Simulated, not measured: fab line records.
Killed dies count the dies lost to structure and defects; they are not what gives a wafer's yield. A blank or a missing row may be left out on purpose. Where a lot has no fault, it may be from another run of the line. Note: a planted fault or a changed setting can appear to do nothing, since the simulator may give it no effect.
Which tool is to blame? | flow nand harc | Sampling: 13 lots, 39 wafers, 5 of 1302 route steps

## WHAT THE GAUGES SHOWED, per wafer
NHARC_P_CONTACT_INSPECT_14. Usual: raw defect count reads 4.1 (standard deviation 2.4).
lot  | measured     | on                | raw defect count | flag
L317 | day 6 01:26  | defect inspect-02 | 9 8 4            |
L318 | day 6 11:08  | defect inspect-02 | 5 8 5            |
L319 | day 7 00:56  | defect inspect-01 | 3 5 5            |
L322 | day 8 00:36  | defect inspect-01 | 2 2 5            |
L323 | day 8 18:52  | defect inspect-02 | 4 3 5            |
L324 | day 9 08:57  | defect inspect-01 | 5 0 2            |
L325 | day 9 11:35  | defect inspect-02 | 7 8 8            |
L326 | day 9 23:31  | defect inspect-02 | 8 5 3            |
L327 | day 10 08:00 | defect inspect-02 | 4 3 1            |
L328 | day 10 14:36 | defect inspect-02 | 4 1 4            |
L336 | day 13 16:16 | defect inspect-01 | 5 4 7            |
L337 | day 14 01:26 | defect inspect-02 | 6 8 7            |
L338 | day 15 01:56 | defect inspect-01 | 2 3 3            |

NHARC_P_CONTACT_INSPECT_27. Usual: raw defect count reads 302 (standard deviation 120).
lot  | measured     | on                | raw defect count | flag
L317 | day 6 04:36  | defect inspect-02 | 297 151 201      |
L318 | day 6 14:16  | defect inspect-02 | 275 322 244      |
L319 | day 7 04:13  | defect inspect-01 | 468 309 440      |
L322 | day 8 04:19  | defect inspect-01 | 381 165 220      |
L323 | day 8 22:00  | defect inspect-02 | 246 207 228      |
L324 | day 9 12:07  | defect inspect-01 | 498 312 309      |
L325 | day 9 14:44  | defect inspect-02 | 209 222 309      |
L326 | day 10 02:40 | defect inspect-02 | 298 231 267      |
L327 | day 10 11:08 | defect inspect-02 | 206 429 255      |
L328 | day 10 18:17 | defect inspect-01 | 278 255 380      |
L336 | day 13 19:26 | defect inspect-02 | 355 263 441      |
L337 | day 14 05:08 | defect inspect-01 | 389 326 326      |
L338 | day 15 05:04 | defect inspect-01 | 397 404 433      |

NHARC_END_SORT_01. Usual: defect limited yield 92.0 %, standard deviation 2.6; killed at array 49, standard deviation 18; killed at other 0.8, standard deviation 1; killed at periphery 4.2, standard deviation 2.8; killed dies 54, standard deviation 18; killed open 3.0, standard deviation 1.7; killed short 2.5, standard deviation 1.6; sort_bin_2_pct 2.8 %, standard deviation 1.2; sort_bin_3_pct 0.6 %, standard deviation 0.37; sort_bin_4_pct 4.6 %, standard deviation 1.5; sort n pass 623, standard deviation 18; sort rim yield pct 92 %, standard deviation 4.2; sort yield pct 92.0 %, standard deviation 2.6.
lot  | measured     | on        | defect limited yield (%) | killed at array | killed at other | killed at periphery | killed dies | killed open | killed short | sort_bin_2_pct (%) | sort_bin_3_pct (%) | sort_bin_4_pct (%) | sort n pass | sort rim yield pct (%) | sort yield pct (%) | flag
L323 | day 27 08:19 | prober-01 | 93.2 93.9 94.2           | 43 38 34        | 2 0 2           | 1 3 3               | 46 41 39    | 5 4 3       | 4 5 3        | 1.9 2.7 2.2        | 0.4 0.6 0.7        | 4.4 2.8 2.8        | 631 636 638 | 92 89 92               | 93.2 93.9 94.2     |
L328 | day 29 08:16 | prober-01 | 92.9 92.2 93.6           | 46 49 41        | 2 1 1           | 0 3 1               | 48 53 43    | 4 4 2       | 2 3 2        | 2.2 2.8 1.6        | 0.1 0.6 0.7        | 4.7 4.4 4.0        | 629 624 634 | 96 93 94               | 92.9 92.2 93.6     |

## TOOL THAT RAN EACH LOT (tool first, then ch and the chambers of the sampled wafers, then the start)
lot  | NHARC_P_M0_DEGAS_28          | NHARC_P_M1_SOFTBAKE_04
L317 | pvd sputter-01, day 6 06:36  | litho track-06 ch 0, day 6 09:00
L318 | pvd sputter-03, day 6 16:18  | litho track-04 ch 0, day 6 18:00
L319 | pvd sputter-02, day 7 06:23  | litho track-04 ch 0, day 7 08:00
L322 | pvd sputter-01, day 8 06:26  | litho track-01 ch 0, day 8 08:00
L323 | pvd sputter-01, day 9 00:02  | litho track-01 ch 0, day 9 02:00
L324 | pvd sputter-03, day 9 14:00  | litho track-01 ch 0, day 9 16:00
L325 | pvd sputter-01, day 9 16:44  | litho track-04 ch 0, day 9 19:00
L326 | pvd sputter-03, day 10 05:05 | litho track-06 ch 0, day 10 07:00
L327 | pvd sputter-01, day 10 13:09 | litho track-01 ch 0, day 10 15:00
L328 | pvd sputter-03, day 10 20:18 | litho track-01 ch 0, day 10 22:00
L336 | pvd sputter-03, day 13 21:26 | litho track-04 ch 0, day 13 23:00
L337 | pvd sputter-03, day 14 07:09 | litho track-04 ch 0, day 14 09:00
L338 | pvd sputter-03, day 15 07:05 | litho track-01 ch 0, day 15 10:00
- NHARC_P_M0_DEGAS_28: time 60 s.
- NHARC_P_M1_SOFTBAKE_04: time 55 s.

## AS READ BY THE TOOLS THEMSELVES (means over the sampled wafers that have a number; for cases with no such wafer, the mark the record gives instead)
NHARC_P_M0_DEGAS_28. Usual: heater power w reads 326 W (standard deviation 30).
lot  | tool           | heater power w (W) | flag
L317 | pvd sputter-01 | 333                |
L318 | pvd sputter-03 | 289                |
L319 | pvd sputter-02 | 296                |
L322 | pvd sputter-01 | 336                |
L323 | pvd sputter-01 | 336                |
L324 | pvd sputter-03 | 357                |
L325 | pvd sputter-01 | 336                |
L326 | pvd sputter-03 | 320                |
L327 | pvd sputter-01 | 329                |
L328 | pvd sputter-03 | 334                |
L336 | pvd sputter-03 | 332                |
L337 | pvd sputter-03 | 304                |
L338 | pvd sputter-03 | 324                |

NHARC_P_M1_SOFTBAKE_04. Usual: heater power total W reads 188.45 W (standard deviation 0.14).
lot  | tool           | heater power total W (W) | flag
L317 | litho track-06 | 188.36                   |
L318 | litho track-04 | 188.45                   |
L319 | litho track-04 | 188.54                   |
L322 | litho track-01 | 188.51                   |
L323 | litho track-01 | 188.52                   |
L324 | litho track-01 | 188.47                   |
L325 | litho track-04 | 188.37                   |
L326 | litho track-06 | 188.47                   |
L327 | litho track-01 | 188.50                   |
L328 | litho track-01 | 188.57                   |
L336 | litho track-04 | 183.13                   | OFF
L337 | litho track-04 | 183.00                   | OFF
L338 | litho track-01 | 188.35                   |

## THE ANSWER, worked out from the rows above alone
Rule: lot off if the mean of its wafers having a number is beyond 3 standard deviations from the usual mean. Also off: a lot with no number at a reading for which 4 or more lots have one. All remaining lots with rows at the step are treated as sound. First the gauges in route order, then the tools' own readings, where a lot's mean is used as printed above. At the first step where some lot is off, the reading lying furthest off is the one used; lots without a number count as furthest.
Off, at NHARC_P_M1_SOFTBAKE_04 on heater power total W: L336, L337.
A tool fits if, at that step or a process step before it, it ran every lot that is off, and no sound lot after the first of them. One candidate fits, namely litho track-04 at NHARC_P_M1_SOFTBAKE_04. A fault onset in the window from L325 (day 9 19:00, its last sound lot) to L336 (day 13 23:00, its first lot off) fits.
The tool's own readings at NHARC_P_M1_SOFTBAKE_04 bear it out: on the lots that are off they differ by more than 5 times the standard deviation of the sound lots' means. heater power total W reads 183.06 W there against 188.46 W on the sound lots.

## WHAT HAD BEEN PUT IN BY THE SIMULATOR
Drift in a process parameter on litho track-04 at NHARC_P_M1_SOFTBAKE_04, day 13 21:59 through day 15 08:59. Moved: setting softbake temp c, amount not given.
Struck lots among those shown: L336, L337. The rule above reached the same finding.
